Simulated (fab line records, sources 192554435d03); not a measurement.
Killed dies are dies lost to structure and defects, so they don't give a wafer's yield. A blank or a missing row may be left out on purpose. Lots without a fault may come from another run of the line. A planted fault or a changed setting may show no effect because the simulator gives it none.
Chamber matching | flow n5_finfet | N5_BEOL_M13_ILD_DEP_00 on pecvd-03: 3 sister chambers
The step deposits SiOC from DEMS/O2, target thk 837.92 nm, time 166.4 s. 14 wafers are shown with their chamber, then 7 later ones without.

WAFERS WITH THEIR CHAMBER
wafer  | chamber | throttle_valve_pct (%) | heater_power_w (W) | showerhead_plenum_p_Torr (Torr)
L074.4 | 2       | 10.4                   | 518                | 5.665
L074.5 | 1       | 11.4                   | 498                | 5.704
L074.6 | 0       | 11.5                   | 347                | 5.694
L077.1 | 2       | 10.5                   | 443                | 5.668
L077.2 | 1       | 11.7                   | 467                | 5.679
L077.3 | 0       | 11.8                   | 333                | 5.681
L078.2 | 1       | 11.7                   | 515                | 5.692
L078.4 | 1       | 11.8                   | 435                | 5.708
L078.5 | 0       | 11.9                   | 318                | 5.683
L085.4 | 1       | 11.8                   | 419                | 5.684
L085.5 | 1       | 11.6                   | 455                | 5.695
L085.6 | 2       | 10.5                   | 470                | 5.664
L091.4 | 1       | 11.6                   | 502                | 5.687
L091.5 | 1       | 11.6                   | 416                | 5.695

SIGNATURES (means of the wafers above)
reading                  | chamber 0 | chamber 1 | chamber 2 | scatter within a chamber
throttle_valve_pct       | 11.733    | 11.650    | 10.467    | 0.139
heater_power_w           | 332.67    | 463.38    | 477.00    | 35.4
showerhead_plenum_p_Torr | 5.68600   | 5.69300   | 5.66567   | 0.00839
Rule: a wafer's distance from a chamber is the root of the sum, over the readings, of the square of ((its reading less the chamber's mean) divided by the reading's scatter). The wafer belongs to the nearest chamber; if the next one is less than 2 further off, it can't be placed. The scatter: the root of (the sum of the squares of (reading less its chamber's mean) over the shown wafers, divided by (wafers less chambers)).

WAFERS WITHOUT THEIR CHAMBER
wafer  | throttle_valve_pct (%) | heater_power_w (W) | showerhead_plenum_p_Torr (Torr)
L091.6 | 11.0                   | 525                | 5.658
L094.2 | 11.7                   | 517                | 5.711
L094.4 | 11.9                   | 528                | 5.695
L094.5 | 10.6                   | 513                | 5.658
L097.3 | 11.7                   | 485                | 5.697
L097.4 | 10.6                   | 515                | 5.659
L097.5 | 11.9                   | 333                | 5.671

WHICH CHAMBER EACH WENT THROUGH
wafer  | from the rows above | in truth
L091.6 | 2                   | 2
L094.2 | 1                   | 1
L094.4 | 1                   | 1
L094.5 | 2                   | 2
L097.3 | 1                   | 1
L097.4 | 2                   | 2
L097.5 | 0                   | 0
Placed correctly: 7 of 7. Can't be placed from these rows: 0. Placed wrongly: 0.
